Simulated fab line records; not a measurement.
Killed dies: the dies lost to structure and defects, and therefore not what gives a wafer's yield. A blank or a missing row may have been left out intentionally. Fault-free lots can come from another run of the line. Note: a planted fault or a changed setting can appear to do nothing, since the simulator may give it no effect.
Matching of chambers / flow nandHarc / NHARC_A_BONDPAD_DEP_00 on pecvd-03: 3 sister chambers
The step deposits SiCN, target thk 250 nm. 24 wafers are shown with their chamber, then 12 later ones without.

EACH WAFER AND ITS CHAMBER
wafer=L075.2; chamber=1; heaterPowerW (W)=555
wafer=L075.5; chamber=1; heaterPowerW (W)=450
wafer=L075.6; chamber=2; heaterPowerW (W)=535
wafer=L076.1; chamber=1; heaterPowerW (W)=522
wafer=L076.2; chamber=0; heaterPowerW (W)=573
wafer=L076.5; chamber=1; heaterPowerW (W)=530
wafer=L074.1; chamber=2; heaterPowerW (W)=554
wafer=L074.3; chamber=0; heaterPowerW (W)=573
wafer=L074.4; chamber=0; heaterPowerW (W)=585
wafer=L078.1; chamber=2; heaterPowerW (W)=559
wafer=L078.4; chamber=1; heaterPowerW (W)=558
wafer=L078.5; chamber=2; heaterPowerW (W)=559
wafer=L079.1; chamber=1; heaterPowerW (W)=503
wafer=L079.3; chamber=0; heaterPowerW (W)=547
wafer=L079.5; chamber=0; heaterPowerW (W)=555
wafer=L083.1; chamber=1; heaterPowerW (W)=543
wafer=L083.4; chamber=0; heaterPowerW (W)=556
wafer=L083.5; chamber=1; heaterPowerW (W)=545
wafer=L082.2; chamber=1; heaterPowerW (W)=506
wafer=L082.5; chamber=1; heaterPowerW (W)=509
wafer=L082.6; chamber=0; heaterPowerW (W)=504
wafer=L090.1; chamber=1; heaterPowerW (W)=480
wafer=L090.3; chamber=0; heaterPowerW (W)=580
wafer=L090.6; chamber=2; heaterPowerW (W)=530

SIGNATURES, as means of the wafers listed above
reading=heaterPowerW; chamber 0=559.12; chamber 1=518.27; chamber 2=547.40; scatter within a chamber=28
Rule: a wafer's distance from a chamber is the root of the sum, over the readings, of the square of ((its reading less the chamber's mean) divided by the reading's scatter). The wafer belongs to the nearest chamber; if the next one is less than 2 further off, it can't be placed. The scatter: the root of (the sum of the squares of (reading less its chamber's mean) over the shown wafers, divided by (wafers less chambers)).

WAFERS WITHOUT THEIR CHAMBER
wafer=L093.1; heaterPowerW (W)=569
wafer=L093.2; heaterPowerW (W)=603
wafer=L093.3; heaterPowerW (W)=453
wafer=L093.4; heaterPowerW (W)=631
wafer=L093.5; heaterPowerW (W)=593
wafer=L093.6; heaterPowerW (W)=455
wafer=L094.2; heaterPowerW (W)=610
wafer=L094.3; heaterPowerW (W)=459
wafer=L094.4; heaterPowerW (W)=639
wafer=L097.2; heaterPowerW (W)=641
wafer=L097.5; heaterPowerW (W)=558
wafer=L097.6; heaterPowerW (W)=606

EACH ONE'S CHAMBER
wafer=L093.1; from the rows above=can't be placed: 0 or 2 or 1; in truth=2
wafer=L093.2; from the rows above=can't be placed: 0 or 2 or 1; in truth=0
wafer=L093.3; from the rows above=can't be placed: 1 or 2 or 0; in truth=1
wafer=L093.4; from the rows above=can't be placed: 0 or 2 or 1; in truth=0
wafer=L093.5; from the rows above=can't be placed: 0 or 2 or 1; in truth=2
wafer=L093.6; from the rows above=can't be placed: 1 or 2 or 0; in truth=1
wafer=L094.2; from the rows above=can't be placed: 0 or 2 or 1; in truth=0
wafer=L094.3; from the rows above=can't be placed: 1 or 2 or 0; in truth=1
wafer=L094.4; from the rows above=can't be placed: 0 or 2 or 1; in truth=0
wafer=L097.2; from the rows above=can't be placed: 0 or 2 or 1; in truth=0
wafer=L097.5; from the rows above=can't be placed: 0 or 2 or 1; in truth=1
wafer=L097.6; from the rows above=can't be placed: 0 or 2 or 1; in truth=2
Placed correctly: 0 of 12. Not placeable from these rows: 12 (in 12, the candidates include the true chamber). Wrongly placed: 0.
